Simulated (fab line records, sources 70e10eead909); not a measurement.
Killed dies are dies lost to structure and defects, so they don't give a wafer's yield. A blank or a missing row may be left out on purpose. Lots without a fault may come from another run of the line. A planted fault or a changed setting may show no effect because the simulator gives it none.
A struck lot beside a sound one | flow nand_harc | 15 steps out of a route of 1302
Sound: wafers L397.1, L397.3, L397.5. Struck: wafers L413.1, L413.4, L413.5. The cause comes at the end.
At each step with rows: each side's tool, then ch and its chambers, then its first start. Under that, the readings that differ: sound wafers | struck wafers | difference of the means | sigmas: that difference in standard deviations of wafers without a fault.
alike: readings whose means differ by less than 2 such deviations, and words and numbers that are the same on both sides. not compared: withheld readings, readings that some wafer has no value for, bounds like >300 that may hide the same value, and numbers for which the record gives no deviation and whose values overlap.
The two part at a step that has a row with sigmas, a row that says differs or no value, or rows on one side only. Numbers that don't overlap but have no deviation are shown without sigmas and don't part them. A reading that every wafer of one side lacks parts them only if that side has two wafers or more.

NHARC_A_CONTACT_ETCH_51: etches the open film in O2/COS, target depth 7000 nm, time 1820 s.
  sound on rie_diel-03 ch 0,1; struck on rie_diel-03 ch 0,1
  alike: bias_w, chamber_pressure_mTorr, drypump_motor_current_A, oes_product_au, rf_vpp_V, showerhead_plenum_p_Torr, throttle_valve_pct
  not compared: rf_hours_counter_h
then, 3 steps without rows for these wafers: NHARC_A_CONTACT_ETCH_111 (etches the open film in C4F8/O2/Ar, time 140 s, target depth 700 nm); NHARC_A_CONTACT_ETCH_112 (etches the open film in C4F8/O2/Ar, time 190 s, target depth 1850 nm); NHARC_A_CONTACT_ETCH_113 (etches the open film in C4F8/O2/Ar, time 190 s, target depth 1850 nm).
NHARC_A_CONTACT_ETCH_114: etches the open film in C4F8/O2/Ar, time 190 s, target depth 1850 nm.
  sound on har_cap_etch-02 ch 0,1, day 23 03:08; struck on har_cap_etch-01 ch 0, day 29 20:49
  alike: chamber_pressure_mTorr, oes_air_line_au
  not compared: rf_hours_counter_h
then, 3 steps without rows for these wafers: NHARC_A_CONTACT_ETCH_115 (etches the open film in C4F8/O2/Ar, time 190 s, target depth 1850 nm); NHARC_A_CONTACT_ETCH_116 (etches the open film in C4F8/O2/Ar, time 190 s, target depth 1850 nm); NHARC_A_CONTACT_ETCH_117 (etches the open film in C4F8/O2/Ar, time 190 s, target depth 1850 nm).
NHARC_A_CONTACT_ETCH_118: etches the open film in C4F8/O2/Ar, time 190 s, target depth 1850 nm.
  sound on har_cap_etch-02 ch 0,1, day 23 03:49; struck on har_cap_etch-01 ch 0, day 29 21:30
  alike: chamber_pressure_mTorr, oes_air_line_au
  not compared: rf_hours_counter_h
NHARC_A_CONTACT_ETCH_119: etches the open film in C4F8/O2/Ar, time 190 s, target depth 1850 nm.
  sound on har_cap_etch-02 ch 0,1, day 23 03:59; struck on har_cap_etch-01 ch 0, day 29 21:40
  alike: chamber_pressure_mTorr, oes_air_line_au
  not compared: rf_hours_counter_h
NHARC_A_CONTACT_ETCH_120: etches the open film in C4F8/O2/Ar, time 190 s, target depth 1850 nm.
  sound on har_cap_etch-02 ch 0,1, day 23 04:10; struck on har_cap_etch-01 ch 0, day 29 21:50
  alike: chamber_pressure_mTorr, oes_air_line_au
  not compared: rf_hours_counter_h
then, 1 step without rows for these wafers: NHARC_A_CONTACT_ETCH_121 (etches the open film in C4F8/O2/Ar, time 190 s, target depth 1850 nm).
NHARC_A_CONTACT_ETCH_122: etches the open film in C4F8/O2/Ar, time 190 s, target depth 1850 nm.
  sound on har_cap_etch-02 ch 0,1, day 23 04:30; struck on har_cap_etch-01 ch 0, day 29 22:11
  no value came back on the struck wafers for chamber_pressure_mTorr (mTorr), oes_air_line_au (a.u.); on the sound wafers chamber_pressure_mTorr (mTorr) reads 20.009 20.041 19.990
  not compared: rf_hours_counter_h
then, 1 step without rows for these wafers: NHARC_A_CONTACT_ETCH_123 (etches the open film in C4F8/O2/Ar, time 490 s, target depth 2110 nm).
-- the record jumps here: 3 days lie between the struck wafers' starts before and after (it left off in module A_CONTACT and takes up again in module END, whose first step shown is number 1302 of the route) --
NHARC_END_SORT_01:
  the record has rows for the struck wafers here (prober-01 ch 0, day 33 09:08) and none for the sound ones

WHERE THEY PART
First at NHARC_A_CONTACT_ETCH_122; last, within this record, at NHARC_END_SORT_01.

WHY: what the simulator had put in
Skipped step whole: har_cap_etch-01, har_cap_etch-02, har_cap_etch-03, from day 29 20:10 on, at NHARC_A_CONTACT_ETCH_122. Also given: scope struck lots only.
